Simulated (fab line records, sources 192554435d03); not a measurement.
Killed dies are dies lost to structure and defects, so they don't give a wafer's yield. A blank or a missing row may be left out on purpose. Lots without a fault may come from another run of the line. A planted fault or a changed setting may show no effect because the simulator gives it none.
Which tool did it? | flow n5_finfet | 12 lots, 36 wafers sampled, at 4 steps of a route of 1938

WHAT THE GAUGES READ, wafer by wafer
N5_BEOL_M12_CD_MEAS_17: target cd 140 nm.
lot  | measured     | on        | cd_nm (nm)
L076 | day 9 18:01  | cd_sem-01 | 139.2 143.8 145.4
L077 | day 10 09:29 | cd_sem-03 | 137.0 135.1 137.5
L079 | day 11 03:12 | cd_sem-03 | 144.9 142.0 136.0
L085 | day 14 05:34 | cd_sem-01 | 141.7 138.7 140.9
L080 | day 14 06:41 | cd_sem-02 | 138.9 138.4 142.3
L084 | day 14 10:43 | cd_sem-03 | 143.4 142.9 138.2
L087 | day 14 18:16 | cd_sem-03 | 138.7 141.7 138.3
L090 | day 14 21:35 | cd_sem-03 | 138.0 139.2 138.2
L092 | day 15 05:44 | cd_sem-03 | 137.8 138.0 139.2
L095 | day 16 03:07 | cd_sem-02 | 142.0 142.3 140.0
L096 | day 16 18:13 | cd_sem-01 | 140.4 144.3 143.3
L097 | day 17 06:31 | cd_sem-02 | 138.0 143.9 137.9

WHICH TOOL RAN EACH LOT (tool, then ch and the chambers of the sampled wafers, then the start)
lot  | N5_BEOL_M11_CURE_72           | N5_BEOL_M11_ANNEAL_51            | N5_BEOL_M12_STRIP_63
L076 | uv_cure-01 ch 0, day 9 14:13  | rtp_anneal-02 ch 0, day 9 15:25  | plasma_asher-02 ch 0,1, day 9 17:48
L077 | uv_cure-03 ch 1, day 10 06:34 | rtp_anneal-01 ch 0, day 10 07:42 | plasma_asher-01 ch 0,1, day 10 09:17
L079 | uv_cure-02 ch 0, day 10 22:11 | rtp_anneal-02 ch 0, day 11 01:29 | plasma_asher-01 ch 0,1, day 11 03:01
L085 | uv_cure-01 ch 0, day 14 02:20 | rtp_anneal-02 ch 0, day 14 03:53 | plasma_asher-01 ch 0,1, day 14 05:23
L080 | uv_cure-02 ch 1, day 14 02:42 | rtp_anneal-01 ch 0, day 14 04:55 | plasma_asher-01 ch 0,1, day 14 06:28
L084 | uv_cure-01 ch 1, day 14 06:26 | rtp_anneal-01 ch 0, day 14 08:46 | plasma_asher-02 ch 0,1, day 14 10:31
L087 | uv_cure-01 ch 0, day 14 13:04 | rtp_anneal-01 ch 0, day 14 16:34 | plasma_asher-02 ch 0,1, day 14 18:04
L090 | uv_cure-02 ch 2, day 14 17:12 | rtp_anneal-01 ch 0, day 14 19:36 | plasma_asher-02 ch 0,1, day 14 21:23
L092 | uv_cure-03 ch 2, day 15 02:05 | rtp_anneal-02 ch 0, day 15 03:49 | plasma_asher-02 ch 0,1, day 15 05:29
L095 | uv_cure-02 ch 1, day 15 23:56 | rtp_anneal-01 ch 0, day 16 01:22 | plasma_asher-02 ch 0,1, day 16 02:55
L096 | uv_cure-02 ch 2, day 16 12:30 | rtp_anneal-02 ch 0, day 16 16:16 | plasma_asher-02 ch 0,1, day 16 17:58
L097 | uv_cure-02 ch 0, day 17 03:22 | rtp_anneal-02 ch 0, day 17 04:44 | plasma_asher-02 ch 0, day 17 06:16
- N5_BEOL_M11_CURE_72: cures SiCOH lowk, time 120 s.
- N5_BEOL_M11_ANNEAL_51: time 90 s.
- N5_BEOL_M12_STRIP_63: strips in N2/H2.

THE ANSWER, worked out from the rows above alone
Rule: what is usual is taken from the lots themselves. Put in order of their means at a reading, lots are off if they are a third of the lots or fewer, leave a main group of 4 or more, and stand apart from it by a gap of 3 or more times the standard deviation of the main group's means; of several such gaps the widest counts. A main group whose means are all the same, to the digits that the tables above print for the reading, isn't used. A lot without any number at a reading at which 4 lots or more have one is off too. The other lots that the step has rows for count as sound.
No lot is off at any reading shown: from this, nothing can be told.

WHAT THE SIMULATOR HAD PUT IN
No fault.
